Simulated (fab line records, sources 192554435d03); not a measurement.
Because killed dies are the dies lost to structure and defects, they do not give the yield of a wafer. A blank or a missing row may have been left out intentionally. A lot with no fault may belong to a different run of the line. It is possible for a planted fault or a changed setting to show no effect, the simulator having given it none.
fab line records / flow n5Finfet
[record] lots = 7 wafers = 21
route steps=1938 shown BEOL_M15@1776 MIM_BOT@1833 TV_LITHO@1879 PASSIVATION@1910
startH: hours from the record's first day to the start of the lot's first wafer shown / waitH: how many hours have passed since the lot's step before this one / " the same as in the row above / L1.1+2: a row that stands for several wafers / - no value, or no start given / * or withheld: withheld / < > ~ a bound
route shown NAME@n: NAME is a module with steps in the file, n the number in the route of the first one / usual: mean/standard deviation taken from wafers without a fault / same: alike in all rows / chamber/n: place in a boat / sites: each site's reading / _std_site: standard deviation of those values / _edge_site: inner sites' mean taken away from outer sites' mean / radiusMm: for every site, how far away it sits from the centre of the wafer / mask NAME#n: copy n / behind: the last tool/chamber to shape the wafer / hold: why the lot was held/for how many hours/how that ended / device: names the non-switching transistor (n, p or np) / end of line: the route-end tests of the same wafers / where a step has no rows: the recipe by itself / killed: dies lost to structure and defects at the first sort, not the wafer's yield / map: a wafer's dies, marking killed ones x, the rest . and places with no die _
set.NAME: the setting as run; set.NAME@STEP: as run at that earlier step / model.NAME: the simulator's own value behind a step, which no gauge read
lots where settings were altered on purpose, with a table for each step and a row for each wafer
[[steps]]
[step N5_BEOL_M15_COAT_04]
[recipe] spinRpm = 1704 resistThkNm = 800
lot.wafer=L076.1 tool=lithoTrack-01 chamber=0 startH=- waitH=- set.spinRpm=1704 model.coat_of_BEOL_M15_COAT_04.thkNm=798.8
lot.wafer=L076.2 tool=lithoTrack-01 chamber=0 startH=- waitH=- set.spinRpm=1704 model.coat_of_BEOL_M15_COAT_04.thkNm=799.8
lot.wafer=L076.4 tool=lithoTrack-01 chamber=0 startH=- waitH=- set.spinRpm=1704 model.coat_of_BEOL_M15_COAT_04.thkNm=796.2
lot.wafer=L082.1 tool=lithoTrack-04 chamber=0 startH=- waitH=- set.spinRpm=1762 model.coat_of_BEOL_M15_COAT_04.thkNm=785.4
lot.wafer=L082.2 tool=lithoTrack-04 chamber=0 startH=- waitH=- set.spinRpm=1704 model.coat_of_BEOL_M15_COAT_04.thkNm=798.8
lot.wafer=L082.6 tool=lithoTrack-04 chamber=0 startH=- waitH=- set.spinRpm=1704 model.coat_of_BEOL_M15_COAT_04.thkNm=795.4
lot.wafer=L089.2 tool=lithoTrack-04 chamber=0 startH=- waitH=- set.spinRpm=1704 model.coat_of_BEOL_M15_COAT_04.thkNm=797.2
lot.wafer=L089.3 tool=lithoTrack-04 chamber=0 startH=- waitH=- set.spinRpm=1512 model.coat_of_BEOL_M15_COAT_04.thkNm=846
lot.wafer=L089.6 tool=lithoTrack-04 chamber=0 startH=- waitH=- set.spinRpm=1704 model.coat_of_BEOL_M15_COAT_04.thkNm=794.8
lot.wafer=L094.1 tool=lithoTrack-04 chamber=0 startH=- waitH=- set.spinRpm=1605 model.coat_of_BEOL_M15_COAT_04.thkNm=825
lot.wafer=L094.5 tool=lithoTrack-04 chamber=0 startH=- waitH=- set.spinRpm=1704 model.coat_of_BEOL_M15_COAT_04.thkNm=798.8
lot.wafer=L094.6 tool=lithoTrack-04 chamber=0 startH=- waitH=- set.spinRpm=1605 model.coat_of_BEOL_M15_COAT_04.thkNm=823
lot.wafer=L093.4 tool=lithoTrack-01 chamber=0 startH=- waitH=- set.spinRpm=1704 model.coat_of_BEOL_M15_COAT_04.thkNm=805.6
lot.wafer=L093.5 tool=lithoTrack-01 chamber=0 startH=- waitH=- set.spinRpm=1634 model.coat_of_BEOL_M15_COAT_04.thkNm=819.2
lot.wafer=L093.6 tool=lithoTrack-01 chamber=0 startH=- waitH=- set.spinRpm=1634 model.coat_of_BEOL_M15_COAT_04.thkNm=820.6
lot.wafer=L092.1+4 tool=lithoTrack-02 chamber=0 startH=- waitH=- set.spinRpm=1704 model.coat_of_BEOL_M15_COAT_04.thkNm=802.6
lot.wafer=L092.5 tool=lithoTrack-02 chamber=0 startH=- waitH=- set.spinRpm=1704 model.coat_of_BEOL_M15_COAT_04.thkNm=801.6
lot.wafer=L096.1 tool=lithoTrack-02 chamber=0 startH=- waitH=- set.spinRpm=1650 model.coat_of_BEOL_M15_COAT_04.thkNm=810
lot.wafer=L096.2 tool=lithoTrack-02 chamber=0 startH=- waitH=- set.spinRpm=1650 model.coat_of_BEOL_M15_COAT_04.thkNm=811.6
lot.wafer=L096.6 tool=lithoTrack-02 chamber=0 startH=- waitH=- set.spinRpm=1650 model.coat_of_BEOL_M15_COAT_04.thkNm=813.8
[step N5_BEOL_M15_EBR_06]
[recipe] solvent = PGMEA ebrWidthMm = 1.5
[step N5_BEOL_M15_SOFTBAKE_05]
[recipe] tempC = 130 timeS = 60
[step N5_BEOL_M15_DESCUM_15]
[recipe] chemistry = O2 timeS = 7.9 sourcePowerW = 50 biasPowerW = 20 pressureMtorr = 20 rfFrequencyHz = 2.712e+07 tempC = 40 o2FlowSccm = 225
[step N5_BEOL_M15_ETCH_59]
[recipe] chemistry = N2/H2 target = BARC targetDepthA = 890 overetchA = 267 timeS = 67.9 ionEnergyEv = 200 pressureMtorr = 30 sourceW = 840 biasW = 150 n2FlowSccm = 200 h2FlowSccm = 200
lot.wafer=L076.1 tool=rieDiel-02 chamber=0 startH=267.40 waitH=0.0 set.spinRpm@BEOL_M15_COAT_04=1704 model.coat_of_BEOL_M15_COAT_04.thkNm=714
lot.wafer=L076.2 tool=rieDiel-02 chamber=2 startH=267.40 waitH=0.0 set.spinRpm@BEOL_M15_COAT_04=1704 model.coat_of_BEOL_M15_COAT_04.thkNm=717
lot.wafer=L076.4 tool=rieDiel-02 chamber=0 startH=267.40 waitH=0.0 set.spinRpm@BEOL_M15_COAT_04=1704 model.coat_of_BEOL_M15_COAT_04.thkNm=711.6
lot.wafer=L082.1 tool=rieDiel-03 chamber=0 startH=305.86 waitH=0.0 set.spinRpm@BEOL_M15_COAT_04=1762 model.coat_of_BEOL_M15_COAT_04.thkNm=703.4
lot.wafer=L082.2 tool=rieDiel-03 chamber=2 startH=305.86 waitH=0.0 set.spinRpm@BEOL_M15_COAT_04=1704 model.coat_of_BEOL_M15_COAT_04.thkNm=716.2
lot.wafer=L082.6 tool=rieDiel-03 chamber=3 startH=305.86 waitH=0.0 set.spinRpm@BEOL_M15_COAT_04=1704 model.coat_of_BEOL_M15_COAT_04.thkNm=710.8
lot.wafer=L089.2 tool=rieDiel-03 chamber=3 startH=350.65 waitH=0.0 set.spinRpm@BEOL_M15_COAT_04=1704 model.coat_of_BEOL_M15_COAT_04.thkNm=712.6
lot.wafer=L089.3 tool=rieDiel-03 chamber=2 startH=350.65 waitH=0.0 set.spinRpm@BEOL_M15_COAT_04=1512 model.coat_of_BEOL_M15_COAT_04.thkNm=763.2
lot.wafer=L089.6 tool=rieDiel-03 chamber=3 startH=350.65 waitH=0.0 set.spinRpm@BEOL_M15_COAT_04=1704 model.coat_of_BEOL_M15_COAT_04.thkNm=710
lot.wafer=L094.1 tool=rieDiel-03 chamber=1 startH=396.03 waitH=0.0 set.spinRpm@BEOL_M15_COAT_04=1605 model.coat_of_BEOL_M15_COAT_04.thkNm=743.4
lot.wafer=L094.5 tool=rieDiel-03 chamber=3 startH=396.03 waitH=0.0 set.spinRpm@BEOL_M15_COAT_04=1704 model.coat_of_BEOL_M15_COAT_04.thkNm=714.4
lot.wafer=L094.6 tool=rieDiel-03 chamber=2 startH=396.03 waitH=0.0 set.spinRpm@BEOL_M15_COAT_04=1605 model.coat_of_BEOL_M15_COAT_04.thkNm=741.6
lot.wafer=L093.4 tool=rieDiel-02 chamber=0 startH=400.88 waitH=0.0 set.spinRpm@BEOL_M15_COAT_04=1704 model.coat_of_BEOL_M15_COAT_04.thkNm=721.2
lot.wafer=L093.5 tool=rieDiel-02 chamber=3 startH=400.88 waitH=0.0 set.spinRpm@BEOL_M15_COAT_04=1634 model.coat_of_BEOL_M15_COAT_04.thkNm=735.8
lot.wafer=L093.6 tool=rieDiel-02 chamber=2 startH=400.88 waitH=0.0 set.spinRpm@BEOL_M15_COAT_04=1634 model.coat_of_BEOL_M15_COAT_04.thkNm=736.8
lot.wafer=L092.1 tool=rieDiel-03 chamber=3 startH=402.47 waitH=0.0 set.spinRpm@BEOL_M15_COAT_04=1704 model.coat_of_BEOL_M15_COAT_04.thkNm=717.4
lot.wafer=L092.4 tool=rieDiel-03 chamber=2 startH=402.47 waitH=0.0 set.spinRpm@BEOL_M15_COAT_04=1704 model.coat_of_BEOL_M15_COAT_04.thkNm=720
lot.wafer=L092.5 tool=rieDiel-03 chamber=3 startH=402.47 waitH=0.0 set.spinRpm@BEOL_M15_COAT_04=1704 model.coat_of_BEOL_M15_COAT_04.thkNm=717
lot.wafer=L096.1 tool=rieDiel-02 chamber=2 startH=426.27 waitH=0.0 set.spinRpm@BEOL_M15_COAT_04=1650 model.coat_of_BEOL_M15_COAT_04.thkNm=728.6
lot.wafer=L096.2 tool=rieDiel-02 chamber=0 startH=426.27 waitH=0.0 set.spinRpm@BEOL_M15_COAT_04=1650 model.coat_of_BEOL_M15_COAT_04.thkNm=728
lot.wafer=L096.6 tool=rieDiel-02 chamber=3 startH=426.27 waitH=0.0 set.spinRpm@BEOL_M15_COAT_04=1650 model.coat_of_BEOL_M15_COAT_04.thkNm=731.8
[step N5_BEOL_M15_VIA_ETCH_16]
[recipe] chemistry = C4F8/O2/Ar target = SiO2 heInnerTorr = 15 heOuterTorr = 30 targetDepthA = 17922 timeS = withheld ionEnergyEv = 800 pressureMtorr = 20 sourceW = 1905 biasW = 2040 Ar_flow_sccm = 400 C4F8_flow_sccm = 16 O2_flow_sccm = 12 ends = cleared
lot.wafer=L076.1 tool=rieDiel-02 chamber=0 startH=267.45 waitH=0.0 set.spinRpm@BEOL_M15_COAT_04=1704 model.coat_of_BEOL_M15_COAT_04.thkNm=334.4
lot.wafer=L076.2 tool=rieDiel-02 chamber=2 startH=267.45 waitH=0.0 set.spinRpm@BEOL_M15_COAT_04=1704 model.coat_of_BEOL_M15_COAT_04.thkNm=333.4
lot.wafer=L076.4 tool=rieDiel-02 chamber=0 startH=267.45 waitH=0.0 set.spinRpm@BEOL_M15_COAT_04=1704 model.coat_of_BEOL_M15_COAT_04.thkNm=325
lot.wafer=L082.1 tool=rieDiel-03 chamber=0 startH=305.91 waitH=0.0 set.spinRpm@BEOL_M15_COAT_04=1762 model.coat_of_BEOL_M15_COAT_04.thkNm=324.6
lot.wafer=L082.2 tool=rieDiel-03 chamber=2 startH=305.91 waitH=0.0 set.spinRpm@BEOL_M15_COAT_04=1704 model.coat_of_BEOL_M15_COAT_04.thkNm=339
lot.wafer=L082.6 tool=rieDiel-03 chamber=3 startH=305.91 waitH=0.0 set.spinRpm@BEOL_M15_COAT_04=1704 model.coat_of_BEOL_M15_COAT_04.thkNm=327.6
lot.wafer=L089.2 tool=rieDiel-03 chamber=3 startH=350.70 waitH=0.0 set.spinRpm@BEOL_M15_COAT_04=1704 model.coat_of_BEOL_M15_COAT_04.thkNm=324
lot.wafer=L089.3 tool=rieDiel-03 chamber=2 startH=350.70 waitH=0.0 set.spinRpm@BEOL_M15_COAT_04=1512 model.coat_of_BEOL_M15_COAT_04.thkNm=376.4
lot.wafer=L089.6 tool=rieDiel-03 chamber=3 startH=350.70 waitH=0.0 set.spinRpm@BEOL_M15_COAT_04=1704 model.coat_of_BEOL_M15_COAT_04.thkNm=308.2
lot.wafer=L094.1 tool=rieDiel-03 chamber=1 startH=396.08 waitH=0.0 set.spinRpm@BEOL_M15_COAT_04=1605 model.coat_of_BEOL_M15_COAT_04.thkNm=364
lot.wafer=L094.5 tool=rieDiel-03 chamber=3 startH=396.08 waitH=0.0 set.spinRpm@BEOL_M15_COAT_04=1704 model.coat_of_BEOL_M15_COAT_04.thkNm=324.4
lot.wafer=L094.6 tool=rieDiel-03 chamber=2 startH=396.08 waitH=0.0 set.spinRpm@BEOL_M15_COAT_04=1605 model.coat_of_BEOL_M15_COAT_04.thkNm=360.2
lot.wafer=L093.4 tool=rieDiel-02 chamber=0 startH=400.93 waitH=0.0 set.spinRpm@BEOL_M15_COAT_04=1704 model.coat_of_BEOL_M15_COAT_04.thkNm=331.8
lot.wafer=L093.5 tool=rieDiel-02 chamber=3 startH=400.93 waitH=0.0 set.spinRpm@BEOL_M15_COAT_04=1634 model.coat_of_BEOL_M15_COAT_04.thkNm=334.2
lot.wafer=L093.6 tool=rieDiel-02 chamber=2 startH=400.93 waitH=0.0 set.spinRpm@BEOL_M15_COAT_04=1634 model.coat_of_BEOL_M15_COAT_04.thkNm=346.8
lot.wafer=L092.1 tool=rieDiel-03 chamber=3 startH=402.52 waitH=0.0 set.spinRpm@BEOL_M15_COAT_04=1704 model.coat_of_BEOL_M15_COAT_04.thkNm=329.6
lot.wafer=L092.4 tool=rieDiel-03 chamber=2 startH=402.52 waitH=0.0 set.spinRpm@BEOL_M15_COAT_04=1704 model.coat_of_BEOL_M15_COAT_04.thkNm=328.8
lot.wafer=L092.5 tool=rieDiel-03 chamber=3 startH=402.52 waitH=0.0 set.spinRpm@BEOL_M15_COAT_04=1704 model.coat_of_BEOL_M15_COAT_04.thkNm=322.8
lot.wafer=L096.1 tool=rieDiel-02 chamber=2 startH=426.32 waitH=0.0 set.spinRpm@BEOL_M15_COAT_04=1650 model.coat_of_BEOL_M15_COAT_04.thkNm=348.2
lot.wafer=L096.2 tool=rieDiel-02 chamber=0 startH=426.32 waitH=0.0 set.spinRpm@BEOL_M15_COAT_04=1650 model.coat_of_BEOL_M15_COAT_04.thkNm=356
lot.wafer=L096.6 tool=rieDiel-02 chamber=3 startH=426.32 waitH=0.0 set.spinRpm@BEOL_M15_COAT_04=1650 model.coat_of_BEOL_M15_COAT_04.thkNm=334.2
[step N5_MIM_BOT_SPUTTER_00]
[recipe] material = TiN targetThkA = 350 tempC = 200 powerW = 3000 chamberPressurePa = 0.49996 gas = Ar reactivePartialPa = 0.37997 timeS = 89.7
lot.wafer=L076.1 tool=pvdSputter-01 chamber=- startH=304.15 waitH=0.0 set.timeS=89.7 model.TiN_of_MIM_BOT_SPUTTER_00.thkNm=34.8
lot.wafer=L076.2 tool=pvdSputter-01 chamber=- startH=304.15 waitH=0.0 set.timeS=89.7 model.TiN_of_MIM_BOT_SPUTTER_00.thkNm=35.4
lot.wafer=L076.4 tool=pvdSputter-01 chamber=- startH=304.15 waitH=0.0 set.timeS=89.7 model.TiN_of_MIM_BOT_SPUTTER_00.thkNm=35.2
lot.wafer=L082.1 tool=pvdSputter-03 chamber=- startH=313.24 waitH=0.0 set.timeS=89.7 model.TiN_of_MIM_BOT_SPUTTER_00.thkNm=35
lot.wafer=L082.2 tool=pvdSputter-03 chamber=- startH=313.24 waitH=0.0 set.timeS=89.7 model.TiN_of_MIM_BOT_SPUTTER_00.thkNm=34.6
lot.wafer=L082.6 tool=pvdSputter-03 chamber=- startH=313.24 waitH=0.0 set.timeS=98.14 model.TiN_of_MIM_BOT_SPUTTER_00.thkNm=38.2
lot.wafer=L089.2 tool=pvdSputter-03 chamber=- startH=357.29 waitH=0.0 set.timeS=89.7 model.TiN_of_MIM_BOT_SPUTTER_00.thkNm=34.8
lot.wafer=L089.3 tool=pvdSputter-03 chamber=- startH=357.29 waitH=0.0 set.timeS=96.41 model.TiN_of_MIM_BOT_SPUTTER_00.thkNm=37.2
lot.wafer=L089.6 tool=pvdSputter-03 chamber=- startH=357.29 waitH=0.0 set.timeS=96.41 model.TiN_of_MIM_BOT_SPUTTER_00.thkNm=37.6
lot.wafer=L094.1+5+6 tool=pvdSputter-02 chamber=- startH=402.64 waitH=0.0 set.timeS=89.7 model.TiN_of_MIM_BOT_SPUTTER_00.thkNm=35.2
lot.wafer=L093.4+5 tool=pvdSputter-03 chamber=- startH=410.02 waitH=0.0 set.timeS=89.7 model.TiN_of_MIM_BOT_SPUTTER_00.thkNm=35.4
lot.wafer=L093.6 tool=pvdSputter-03 chamber=- startH=410.02 waitH=0.0 set.timeS=89.7 model.TiN_of_MIM_BOT_SPUTTER_00.thkNm=35
lot.wafer=L092.1 tool=pvdSputter-02 chamber=- startH=411.46 waitH=0.0 set.timeS=89.7 model.TiN_of_MIM_BOT_SPUTTER_00.thkNm=35.2
lot.wafer=L092.4 tool=pvdSputter-02 chamber=- startH=411.46 waitH=0.0 set.timeS=89.7 model.TiN_of_MIM_BOT_SPUTTER_00.thkNm=35
lot.wafer=L092.5 tool=pvdSputter-02 chamber=- startH=411.46 waitH=0.0 set.timeS=89.7 model.TiN_of_MIM_BOT_SPUTTER_00.thkNm=34.8
lot.wafer=L096.1 tool=pvdSputter-01 chamber=- startH=434.37 waitH=0.0 set.timeS=85 model.TiN_of_MIM_BOT_SPUTTER_00.thkNm=33.2
lot.wafer=L096.2 tool=pvdSputter-01 chamber=- startH=434.37 waitH=0.0 set.timeS=89.7 model.TiN_of_MIM_BOT_SPUTTER_00.thkNm=35
lot.wafer=L096.6 tool=pvdSputter-01 chamber=- startH=434.37 waitH=0.0 set.timeS=85 model.TiN_of_MIM_BOT_SPUTTER_00.thkNm=32.6
[step N5_PASSIVATION_EXPOSE_07]
[recipe] maskId = TV na = 0.55 sourceShape = conventional sigmaOuter = 0.8 polarization = unpolarized defocusNm = 0 targetCdNm = 3000 doseMj = 22.75
lot.wafer=L076.1+2+4 tool=krfScanner-01 chamber=0 startH=311.54 waitH=- mask=TV#0 set.doseMj=22.75
lot.wafer=L082.1+6 tool=krfScanner-01 chamber=0 startH=318.16 waitH=- mask=TV#0 set.doseMj=22.75
lot.wafer=L082.2 tool=krfScanner-01 chamber=0 startH=318.16 waitH=- mask=TV#0 set.doseMj=24.38
lot.wafer=L089.2+6 tool=krfScanner-02 chamber=0 startH=362.54 waitH=- mask=TV#0 set.doseMj=21.72
lot.wafer=L089.3 tool=krfScanner-02 chamber=0 startH=362.54 waitH=- mask=TV#0 set.doseMj=22.75
lot.wafer=L094.1+5 tool=krfScanner-01 chamber=0 startH=406.39 waitH=- mask=TV#0 set.doseMj=24.31
lot.wafer=L094.6 tool=krfScanner-01 chamber=0 startH=406.39 waitH=- mask=TV#0 set.doseMj=22.75
lot.wafer=L093.4 tool=krfScanner-02 chamber=0 startH=415.79 waitH=- mask=TV#0 set.doseMj=22.75
lot.wafer=L093.5+6 tool=krfScanner-02 chamber=0 startH=415.79 waitH=- mask=TV#0 set.doseMj=21.37
lot.wafer=L092.1+5 tool=krfScanner-02 chamber=0 startH=415.87 waitH=- mask=TV#0 set.doseMj=22.75
lot.wafer=L092.4 tool=krfScanner-02 chamber=0 startH=415.87 waitH=- mask=TV#0 set.doseMj=22.2
lot.wafer=L096.1+2 tool=krfScanner-01 chamber=0 startH=439.22 waitH=- mask=TV#0 set.doseMj=22.75
lot.wafer=L096.6 tool=krfScanner-01 chamber=0 startH=439.22 waitH=- mask=TV#0 set.doseMj=23.87
[step N5_PASSIVATION_PEB_08]
[recipe] pebTempC = withheld pebTimeS = *
[step N5_PASSIVATION_DEVELOP_09]
[recipe] developTimeS = 60 rinseLiquid = diw dry = airSpin devTempC = 21
[step N5_PASSIVATION_HARDBAKE_11]
[recipe] tempC = 130 timeS = 120
[step N5_PASSIVATION_CD_MEAS_10]
[recipe] targetCdNm = 3000 landingEnergyEv = 500 detector = seInlens
[usual] cdNm = 3000.3/1.8
lot.wafer=L076.1 tool=cdSem-03 chamber=0 startH=311.72 waitH=- set.doseMj@PASSIVATION_EXPOSE_07=22.75 cdNm=2999.0
lot.wafer=L076.2 tool=cdSem-03 chamber=0 startH=311.72 waitH=- set.doseMj@PASSIVATION_EXPOSE_07=22.75 cdNm=2999.5
lot.wafer=L076.4 tool=cdSem-03 chamber=0 startH=311.72 waitH=- set.doseMj@PASSIVATION_EXPOSE_07=22.75 cdNm=2999.8
lot.wafer=L082.1 tool=cdSem-02 chamber=0 startH=318.33 waitH=- set.doseMj@PASSIVATION_EXPOSE_07=22.75 cdNm=2998.7
lot.wafer=L082.2 tool=cdSem-02 chamber=0 startH=318.33 waitH=- set.doseMj@PASSIVATION_EXPOSE_07=24.38 cdNm=3013.4
lot.wafer=L082.6 tool=cdSem-02 chamber=0 startH=318.33 waitH=- set.doseMj@PASSIVATION_EXPOSE_07=22.75 cdNm=3000.2
lot.wafer=L089.2 tool=cdSem-01 chamber=0 startH=362.72 waitH=- set.doseMj@PASSIVATION_EXPOSE_07=21.72 cdNm=2989.6
lot.wafer=L089.3 tool=cdSem-01 chamber=0 startH=362.72 waitH=- set.doseMj@PASSIVATION_EXPOSE_07=22.75 cdNm=3002.6
lot.wafer=L089.6 tool=cdSem-01 chamber=0 startH=362.72 waitH=- set.doseMj@PASSIVATION_EXPOSE_07=21.72 cdNm=2989.2
lot.wafer=L094.1 tool=cdSem-02 chamber=0 startH=406.57 waitH=- set.doseMj@PASSIVATION_EXPOSE_07=24.31 cdNm=3016.0
lot.wafer=L094.5 tool=cdSem-02 chamber=0 startH=406.57 waitH=- set.doseMj@PASSIVATION_EXPOSE_07=24.31 cdNm=3012.9
lot.wafer=L094.6 tool=cdSem-02 chamber=0 startH=406.57 waitH=- set.doseMj@PASSIVATION_EXPOSE_07=22.75 cdNm=2999.4
lot.wafer=L093.4 tool=cdSem-02 chamber=0 startH=415.95 waitH=- set.doseMj@PASSIVATION_EXPOSE_07=22.75 cdNm=2998.4
lot.wafer=L093.5 tool=cdSem-02 chamber=0 startH=415.95 waitH=- set.doseMj@PASSIVATION_EXPOSE_07=21.37 cdNm=2987.1
lot.wafer=L093.6 tool=cdSem-02 chamber=0 startH=415.95 waitH=- set.doseMj@PASSIVATION_EXPOSE_07=21.37 cdNm=2985.8
lot.wafer=L092.1 tool=cdSem-01 chamber=0 startH=416.04 waitH=- set.doseMj@PASSIVATION_EXPOSE_07=22.75 cdNm=3001.4
lot.wafer=L092.4 tool=cdSem-01 chamber=0 startH=416.04 waitH=- set.doseMj@PASSIVATION_EXPOSE_07=22.2 cdNm=2995.6
lot.wafer=L092.5 tool=cdSem-01 chamber=0 startH=416.04 waitH=- set.doseMj@PASSIVATION_EXPOSE_07=22.75 cdNm=3002.7
lot.wafer=L096.1 tool=cdSem-02 chamber=0 startH=439.40 waitH=- set.doseMj@PASSIVATION_EXPOSE_07=22.75 cdNm=3003.8
lot.wafer=L096.2 tool=cdSem-02 chamber=0 startH=439.40 waitH=- set.doseMj@PASSIVATION_EXPOSE_07=22.75 cdNm=3002.4
lot.wafer=L096.6 tool=cdSem-02 chamber=0 startH=439.40 waitH=- set.doseMj@PASSIVATION_EXPOSE_07=23.87 cdNm=3012.4
[step N5_PASSIVATION_ETCH_59]
[recipe] chemistry = Cl2/BCl3 target = TaN targetDepthA = 650 timeS = 34.9 ionEnergyEv = 100 pressureMtorr = 10 icpW = 900 biasW = 100 Cl2_flow_sccm = 60 bcl3FlowSccm = 30
lot.wafer=L076.1 tool=rieMetal-03 chamber=0 startH=314.09 waitH=0.3 set.timeS=34.9 model.etch.depthNm=63.45
lot.wafer=L076.2 tool=rieMetal-03 chamber=1 startH=314.09 waitH=0.3 set.timeS=34.9 model.etch.depthNm=64.26
lot.wafer=L076.4 tool=rieMetal-03 chamber=1 startH=314.09 waitH=0.3 set.timeS=34.9 model.etch.depthNm=64.34
lot.wafer=L082.1 tool=rieMetal-02 chamber=1 startH=321.35 waitH=0.3 set.timeS=28.99 model.etch.depthNm=55.42
lot.wafer=L082.2 tool=rieMetal-02 chamber=0 startH=321.35 waitH=0.3 set.timeS=34.9 model.etch.depthNm=66.22
lot.wafer=L082.6 tool=rieMetal-02 chamber=0 startH=321.35 waitH=0.3 set.timeS=28.99 model.etch.depthNm=54.66
lot.wafer=L089.2 tool=rieMetal-03 chamber=1 startH=365.25 waitH=0.3 set.timeS=34.9 model.etch.depthNm=64.71
lot.wafer=L089.3 tool=rieMetal-03 chamber=1 startH=365.25 waitH=0.3 set.timeS=34.9 model.etch.depthNm=64.84
lot.wafer=L089.6 tool=rieMetal-03 chamber=0 startH=365.25 waitH=0.3 set.timeS=34.9 model.etch.depthNm=63.01
lot.wafer=L094.1 tool=rieMetal-03 chamber=0 startH=409.00 waitH=0.3 set.timeS=28.89 model.etch.depthNm=51.97
lot.wafer=L094.5 tool=rieMetal-03 chamber=1 startH=409.00 waitH=0.3 set.timeS=34.9 model.etch.depthNm=64.2
lot.wafer=L094.6 tool=rieMetal-03 chamber=0 startH=409.00 waitH=0.3 set.timeS=34.9 model.etch.depthNm=62.65
lot.wafer=L093.4 tool=rieMetal-01 chamber=0 startH=418.13 waitH=0.2 set.timeS=38.98 model.etch.depthNm=72.32
lot.wafer=L093.5 tool=rieMetal-01 chamber=1 startH=418.13 waitH=0.2 set.timeS=34.9 model.etch.depthNm=66.73
lot.wafer=L093.6 tool=rieMetal-01 chamber=0 startH=418.13 waitH=0.2 set.timeS=38.98 model.etch.depthNm=72.62
lot.wafer=L092.1 tool=rieMetal-03 chamber=0 startH=418.46 waitH=0.3 set.timeS=34.9 model.etch.depthNm=62.59
lot.wafer=L092.4 tool=rieMetal-03 chamber=0 startH=418.46 waitH=0.3 set.timeS=34.9 model.etch.depthNm=62.13
lot.wafer=L092.5 tool=rieMetal-03 chamber=0 startH=418.46 waitH=0.3 set.timeS=34.9 model.etch.depthNm=62.82
lot.wafer=L096.1 tool=rieMetal-03 chamber=1 startH=442.75 waitH=0.7 set.timeS=29.53 model.etch.depthNm=54.37
lot.wafer=L096.2 tool=rieMetal-03 chamber=1 startH=442.75 waitH=0.7 set.timeS=34.9 model.etch.depthNm=64.57
lot.wafer=L096.6 tool=rieMetal-03 chamber=1 startH=442.75 waitH=0.7 set.timeS=34.9 model.etch.depthNm=64.34
[[key]]
[split] step = N5_BEOL_M15_COAT_04 setting = spinRpm stated = 1704 by = wafer
[response] step = N5_BEOL_M15_COAT_04 reading = model.coat_of_BEOL_M15_COAT_04.thkNm change = -4.27 per = 1% r = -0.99
[response] step = N5_BEOL_M15_ETCH_59 reading = model.coat_of_BEOL_M15_COAT_04.thkNm change = -4.46 per = 1% r = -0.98
[response] step = N5_BEOL_M15_VIA_ETCH_16 reading = model.coat_of_BEOL_M15_COAT_04.thkNm change = -5.09 per = 1% r = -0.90
[split] step = N5_MIM_BOT_SPUTTER_00 setting = timeS stated = 89.7 by = wafer
[response] step = N5_MIM_BOT_SPUTTER_00 reading = model.TiN_of_MIM_BOT_SPUTTER_00.thkNm change = +0.363 per = 1% r = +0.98
[split] step = N5_PASSIVATION_EXPOSE_07 setting = doseMj stated = 22.75 by = wafer
[response] step = N5_PASSIVATION_CD_MEAS_10 reading = cdNm change = +2.14 per = 1% r = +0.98
[split] step = N5_PASSIVATION_ETCH_59 setting = timeS stated = 34.9 by = wafer
[response] step = N5_PASSIVATION_ETCH_59 reading = model.etch.depthNm change = +0.636 per = 1% r = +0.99
